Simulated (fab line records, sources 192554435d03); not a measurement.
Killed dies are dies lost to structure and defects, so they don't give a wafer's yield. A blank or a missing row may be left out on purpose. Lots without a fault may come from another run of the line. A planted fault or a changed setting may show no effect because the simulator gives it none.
A struck lot beside a sound one | flow n5_finfet | 15 steps out of a route of 1938
Sound: wafers L466.1, L466.2, L466.4. Struck: wafers L474.2, L474.3, L474.5. The cause comes at the end.
At each step with rows: each side's tool, then ch and its chambers, then its first start. Under that, the readings that differ: sound wafers | struck wafers | difference of the means | sigmas: that difference in standard deviations of wafers without a fault.
alike: readings whose means differ by less than 2 such deviations, and words and numbers that are the same on both sides. not compared: withheld readings, readings that some wafer has no value for, bounds like >300 that may hide the same value, and numbers for which the record gives no deviation and whose values overlap.
The two part at a step that has a row with sigmas, a row that says differs or no value, or rows on one side only. Numbers that don't overlap but have no deviation are shown without sigmas and don't part them. A reading that every wafer of one side lacks parts them only if that side has two wafers or more.

first, 4 steps without rows for these wafers: N5_BEOL_M4_SOFTBAKE_23 (time 60 s); N5_BEOL_M4_EXPOSE_25 (exposes mask V3, defocus 5 nm); N5_BEOL_M4_PEB_26 (peb time 60 s); N5_BEOL_M4_DEVELOP_27 (develop time 30 s).
N5_BEOL_M4_CD_MEAS_28: target cd 26.2 nm, target cd y 24.1 nm.
  sound on cd_sem-02 ch 0, day 8 04:23; struck on cd_sem-03 ch 0, day 10 04:37
  alike: cd_nm
N5_BEOL_M4_OVL_MEAS_29:
  sound on overlay-01 ch 0, day 8 04:25; struck on overlay-02 ch 0, day 10 04:39
  alike: V3_OVL
N5_BEOL_M4_INSPECT_30: inspects for defects (brightfield).
  sound on defect_inspect-01, day 8 04:28; struck on defect_inspect-01, day 10 04:42
  alike: raw_defect_count
N5_BEOL_M4_DESCUM_33: chemistry O2, time 7 s.
  sound on rie_diel-01 ch 2,3, day 8 04:41; struck on rie_diel-01 ch 0,1,2, day 10 04:44
  alike: drypump_motor_current_A, oes_product_au, rf_vpp_V, showerhead_plenum_p_Torr, throttle_valve_pct
  not compared: rf_hours_counter_h
N5_BEOL_M4_ETCH_77: etches underlayer in N2/H2, target depth 6.5 nm, time 5.2 s.
  sound on rie_diel-01 ch 2,3, day 8 04:43; struck on rie_diel-01 ch 0,1,2, day 10 04:46
  alike: drypump_motor_current_A, etch_rf_on_time_s, oes_product_au, rf_vpp_V, showerhead_plenum_p_Torr, throttle_valve_pct
  not compared: rf_hours_counter_h
N5_BEOL_M4_ETCH_69: etches SiARC in CF4, target depth 15.6 nm, time 26 s.
  sound on rie_diel-01 ch 2,3, day 8 04:44; struck on rie_diel-01 ch 0,1,2, day 10 04:47
  alike: drypump_motor_current_A, etch_rf_on_time_s, mfc_ar_sccm, oes_product_au, rf_vpp_V, showerhead_plenum_p_Torr, throttle_valve_pct
  not compared: rf_hours_counter_h
N5_BEOL_M4_ALD_98: deposits SiO2, target thk 2.5 nm, pulse time 1 s, co reactant pulse time 1 s.
  sound on ald_sin-01 ch 0,1,3, day 8 04:49; struck on ald_sin-04 ch 1,2,3, day 10 04:55
  alike: heater_power_outer_w, heater_power_w, precursor_pulse_height_rel
N5_BEOL_M4_ETCHBACK_99: etches SiO2 in CHF3, target depth 5 nm, time 10.4 s.
  sound on rie_diel-03 ch 1,2,3, day 8 11:06; struck on rie_diel-01 ch 1,3, day 10 06:35
  alike: drypump_motor_current_A, mfc_ar_sccm, oes_product_au, rf_vpp_V, showerhead_plenum_p_Torr, throttle_valve_pct
  not compared: rf_hours_counter_h
N5_BEOL_M4_ETCH_70: etches SOC in N2/H2, target depth 80 nm, overetch 24 nm, time 130 s.
  sound on rie_diel-03 ch 1,2,3, day 8 11:08; struck on rie_diel-01 ch 1,3, day 10 06:38
  reading    | sound             | struck            | difference | sigmas
  temp_c (C) | 39.95 39.99 40.01 | 40.79 40.66 40.86 | +0.79      | +8
  alike: drypump_motor_current_A, oes_product_au, rf_vpp_V, showerhead_plenum_p_Torr, throttle_valve_pct
  not compared: rf_hours_counter_h
then, 1 step without rows for these wafers: N5_BEOL_M4_STRIP_71 (strips in N2/H2).
N5_BEOL_M4_RC_MEAS_101:
  sound on prober-01 ch 0, day 8 17:02; struck on prober-02 ch 0, day 10 11:01
  alike: DIBL_N, DIBL_P, IOFF_N, IOFF_P, ION_N, ION_P, SS_N, SS_P, VT_N, VT_P

WHERE THEY PART
Only at N5_BEOL_M4_ETCH_70, within this record. Later steps at which nothing parts them and some readings are alike: N5_BEOL_M4_RC_MEAS_101.

WHY: what the simulator had put in
Process parameter drift: rie_diel-01, from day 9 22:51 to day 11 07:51, at N5_BEOL_M4_ETCH_70. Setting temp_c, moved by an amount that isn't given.
